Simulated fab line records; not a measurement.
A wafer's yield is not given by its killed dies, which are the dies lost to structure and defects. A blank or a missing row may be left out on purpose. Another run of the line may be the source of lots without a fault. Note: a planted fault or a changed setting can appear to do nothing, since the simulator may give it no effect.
A lot that was struck, set against a sound lot + flow n5 finfet + 14 steps out of a route of 1938
Sound: these wafers, L772.1, L772.3, L772.5. Struck: wafers L786.2, L786.4, L786.5. At the end, the cause is stated.
Order at every step that has rows: each side's tool, ch and its chambers, its first start. Under that, the readings that differ: sound wafers + struck wafers + difference of the means + sigmas: that difference in standard deviations of wafers without a fault.
alike: a reading whose means differ by less than 2 such deviations, as well as words and numbers matching on both sides. not compared: withheld readings; readings where some wafer has no value; bounds like >300 that might hide an equal value; numbers whose values overlap and for which the record gives no deviation.
The two part at a step that has a row with sigmas, a row that says differs or no value, or rows on one side only. Numbers that don't overlap but have no deviation are shown without sigmas and don't part them. Lack of a reading on every wafer of one side parts them only where that side has two or more wafers.

N5_BEOL_M7_RS_MEAS_57: the measuring method here is four-point-probe.
  struck on film metro-01, day 14 18:50; sound on film metro-01, day 10 07:41
  alike: M7_RS
N5_BEOL_M7_INSPECT_58: inspects for defects (darkfield).
  struck on defect inspect-02, day 14 18:52; sound on defect inspect-01, day 10 07:42
  alike: raw defect count
N5_BEOL_M8_ILD_DEP_00: deposits SiCOH lowk from DEMS/porogen, target thk 179.75 nm, time 33.4 s.
  sound on pecvd-01 ch 0,1,2, day 10 07:44; struck on pecvd-03 ch 0,2, day 14 18:53
  alike: heater power outer w, heater power w, showerhead plenum p Torr, showerhead vpp V, throttle valve pct
N5_BEOL_M8_CURE_74: cures SiCOH lowk, time 240 s.
  sound on uv cure-01 ch 2, day 10 07:48; struck on uv cure-02 ch 0, day 14 19:02
  alike: lamp power pct, wafer_temp_C_max
N5_BEOL_M8_THK_MEAS_01:
  struck on film metro-01, day 14 19:28; sound on film metro-02, day 10 08:48
  alike: M8_ILD_THK
N5_BEOL_M8_PECVD_70: deposits SiO2 from TEOS/O2, target thk 20 nm, time 22.7 s.
  sound on pecvd-03 ch 1,2, day 10 08:50; struck on pecvd-03 ch 0,1,2, day 14 19:31
  alike: heater power outer w, heater power w, showerhead plenum p Torr, showerhead vpp V, throttle valve pct
N5_BEOL_M8_HM_DEP_02: deposits TiN, target thk 20 nm.
  struck on pvd sputter-01, day 14 22:44; sound on pvd sputter-03, day 10 09:43
  alike: throttle valve pct
then, 5 steps without rows for these wafers: N5_BEOL_M8_COAT_59 (time 60 s, resist thk 100 nm); N5_BEOL_M8_COAT_60 (time 60 s, resist thk 35 nm); N5_BEOL_M8_COAT_05 (resist thk 90 nm); N5_BEOL_M8_EBR_07; N5_BEOL_M8_SOFTBAKE_06 (time 60 s).
N5_BEOL_M8_EXPOSE_08: exposes mask M8.
  struck on arfi scanner-02, day 14 22:59; sound on arfi scanner-02 ch 0, day 10 10:05
  no value came back on the struck wafers for dipole opening deg (degrees), exposure dose mJ cm2; on the sound wafers dipole opening deg (degrees) reads 35 35 35
  alike: mask
then, 1 step without rows for these wafers: N5_BEOL_M8_PEB_09 (peb time 60 s).

## WHERE THEY PART
At N5_BEOL_M8_EXPOSE_08 and nowhere else, as far as this record goes.

WHY: the cause the simulator had injected
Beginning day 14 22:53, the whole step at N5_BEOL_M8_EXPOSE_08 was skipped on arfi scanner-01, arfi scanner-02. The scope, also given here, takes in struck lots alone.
